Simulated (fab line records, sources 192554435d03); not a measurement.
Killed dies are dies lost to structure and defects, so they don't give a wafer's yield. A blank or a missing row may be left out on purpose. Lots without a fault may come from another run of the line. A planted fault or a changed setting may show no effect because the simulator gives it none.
Which tool did it? | flow n5_finfet | 11 lots, 31 wafers sampled, at 4 steps of a route of 1938

WHAT THE GAUGES READ, wafer by wafer
N5_BEOL_M15_CD_MEAS_28: target cd 407.6 nm.
lot  | measured     | on        | cd_nm (nm)
L788 | day 11 17:37 | cd_sem-01 | 408.2 407.5 408.4
L787 | day 11 22:17 | cd_sem-03 | 407.5 408.4 406.5
L790 | day 12 00:49 | cd_sem-03 | 409.0 407.7 407.8
L794 | day 12 21:46 | cd_sem-03 | 409.1 413.0 410.2
L796 | day 13 15:06 | cd_sem-01 | 412.5 413.3 412.4
L802 | day 15 02:32 | cd_sem-03 | 409.4 408.2 408.6
L803 | day 15 13:31 | cd_sem-02 | 406.5 406.2 409.2
L806 | day 15 17:10 | cd_sem-01 | 407.8 410.2
L808 | day 16 15:29 | cd_sem-02 | 406.4 407.7 405.5
L809 | day 16 17:26 | cd_sem-02 | 407.2 406.8
L810 | day 16 23:51 | cd_sem-02 | 408.2 410.0 408.7

WHICH TOOL RAN EACH LOT (tool, then ch and the chambers of the sampled wafers, then the start)
lot  | N5_BEOL_M15_DESCUM_15              | N5_BEOL_M15_ETCH_57                | N5_BEOL_M15_PEB_26
L788 | rie_diel-06 ch 0,1,2, day 11 16:14 | rie_diel-06 ch 0,1, day 11 16:50   | litho_track-02 ch 0, day 11 17:30
L787 | rie_diel-06 ch 1,2,3, day 11 20:47 | rie_diel-06 ch 0,3, day 11 21:23   | litho_track-03 ch 0, day 11 22:10
L790 | rie_diel-02 ch 1,2, day 11 23:26   | rie_diel-04 ch 0,1,3, day 12 00:02 | litho_track-03 ch 0, day 12 00:41
L794 | rie_diel-02 ch 0,1,2, day 12 20:23 | rie_diel-06 ch 1,2,3, day 12 20:59 | litho_track-02 ch 0, day 12 21:38
L796 | rie_diel-02 ch 1,2,3, day 13 13:44 | rie_diel-02 ch 0,1, day 13 14:19   | litho_track-03 ch 0, day 13 14:59
L802 | rie_diel-04 ch 0,2,3, day 15 01:02 | rie_diel-04 ch 0,2,3, day 15 01:38 | litho_track-02 ch 0, day 15 02:25
L803 | rie_diel-04 ch 0,2, day 15 12:00   | rie_diel-06 ch 0,1, day 15 12:37   | litho_track-02 ch 0, day 15 13:24
L806 | rie_diel-04 ch 1,2, day 15 15:48   | rie_diel-02 ch 1,2, day 15 16:24   | litho_track-05 ch 0, day 15 17:04
L808 | rie_diel-04 ch 0,2,3, day 16 13:58 | rie_diel-02 ch 2,3, day 16 14:43   | litho_track-03 ch 0, day 16 15:23
L809 | rie_diel-06 ch 1,2, day 16 16:04   | rie_diel-04 ch 3, day 16 16:39     | litho_track-05 ch 0, day 16 17:19
L810 | rie_diel-04 ch 0,1, day 16 22:16   | rie_diel-02 ch 1,2,3, day 16 22:57 | litho_track-02 ch 0, day 16 23:44
- N5_BEOL_M15_DESCUM_15: chemistry O2, time 7.9 s.
- N5_BEOL_M15_ETCH_57: etches SOC in N2/H2, time 750 s.
- N5_BEOL_M15_PEB_26: peb time 90 s.

WHAT THE TOOLS THEMSELVES READ (means of the sampled wafers that have a number; where no wafer has one, the mark that the record gives instead)
N5_BEOL_M15_DESCUM_15.
lot  | tool        | drypump_motor_current_A (A) | o2_flow_sccm (sccm) | oes_product_au (a.u.) | rf_vpp_V (V) | showerhead_plenum_p_Torr (Torr) | throttle_valve_pct (%)
L788 | rie_diel-06 | 5.9                         | 224.9               | 0.78                  | 242.7        | 2.09                            | 20.42
L787 | rie_diel-06 | 5.9                         | 225.3               | 0.79                  | 244.1        | 2.14                            | 20.31
L790 | rie_diel-02 | 5.9                         | 224.6               | 0.82                  | 244.8        | 2.17                            | 20.53
L794 | rie_diel-02 | 5.7                         | 224.6               | 0.77                  | 243.6        | 2.15                            | 20.72
L796 | rie_diel-02 | 6.0                         | 224.6               | 0.81                  | 244.0        | 2.16                            | 20.44
L802 | rie_diel-04 | 5.7                         | 225.5               | 0.81                  | 241.7        | 2.06                            | 20.46
L803 | rie_diel-04 | 5.4                         | 225.8               | 0.79                  | 242.8        | 2.01                            | 20.46
L806 | rie_diel-04 | 5.4                         | 225.4               | 0.87                  | 242.4        | 2.02                            | 20.29
L808 | rie_diel-04 | 5.7                         | 224.7               | 0.79                  | 241.7        | 2.05                            | 20.47
L809 | rie_diel-06 | 6.1                         | 224.8               | 0.78                  | 243.6        | 2.11                            | 20.31
L810 | rie_diel-04 | 5.6                         | 224.4               | 0.86                  | 242.3        | 2.04                            | 20.19

N5_BEOL_M15_ETCH_57.
lot  | tool        | drypump_motor_current_A (A) | oes_product_au (a.u.) | rf_vpp_V (V) | showerhead_plenum_p_Torr (Torr) | throttle_valve_pct (%)
L788 | rie_diel-06 | 5.8                         | 0.74                  | 520.7        | 2.43                            | 17.75
L787 | rie_diel-06 | 5.6                         | 0.72                  | 522.2        | 2.48                            | 17.82
L790 | rie_diel-04 | 5.7                         | 0.81                  | 523.0        | 2.51                            | 17.67
L794 | rie_diel-06 | 5.9                         | 0.78                  | 525.0        | 2.59                            | 17.59
L796 | rie_diel-02 | 5.3                         | 0.76                  | 527.2        | 2.65                            | 17.91
L802 | rie_diel-04 | 5.7                         | 0.81                  | 522.1        | 2.49                            | 17.75
L803 | rie_diel-06 | 6.0                         | 0.75                  | 521.3        | 2.45                            | 17.69
L806 | rie_diel-02 | 6.1                         | 0.78                  | 524.1        | 2.56                            | 17.97
L808 | rie_diel-02 | 6.3                         | 0.74                  | 523.6        | 2.51                            | 17.91
L809 | rie_diel-04 | 6.0                         | 0.81                  | 524.9        | 2.55                            | 17.86
L810 | rie_diel-02 | 6.0                         | 0.77                  | 524.6        | 2.59                            | 17.76

THE ANSWER, worked out from the rows above alone
Rule: what is usual is taken from the lots themselves. Put in order of their means at a reading, lots are off if they are a third of the lots or fewer, leave a main group of 4 or more, and stand apart from it by a gap of 3 or more times the standard deviation of the main group's means; of several such gaps the widest counts. A main group whose means are all the same, to the digits that the tables above print for the reading, isn't used. A lot without any number at a reading at which 4 lots or more have one is off too. The other lots that the step has rows for count as sound. The gauges are gone through in route order, then the tools' own readings, and for those a lot's mean is taken as printed above. The first step at which some lot is off is used, and at that step the reading that is off furthest; a lot without a number counts as furthest.
No lot is off at any reading shown: from this, nothing can be told.

WHAT THE SIMULATOR HAD PUT IN
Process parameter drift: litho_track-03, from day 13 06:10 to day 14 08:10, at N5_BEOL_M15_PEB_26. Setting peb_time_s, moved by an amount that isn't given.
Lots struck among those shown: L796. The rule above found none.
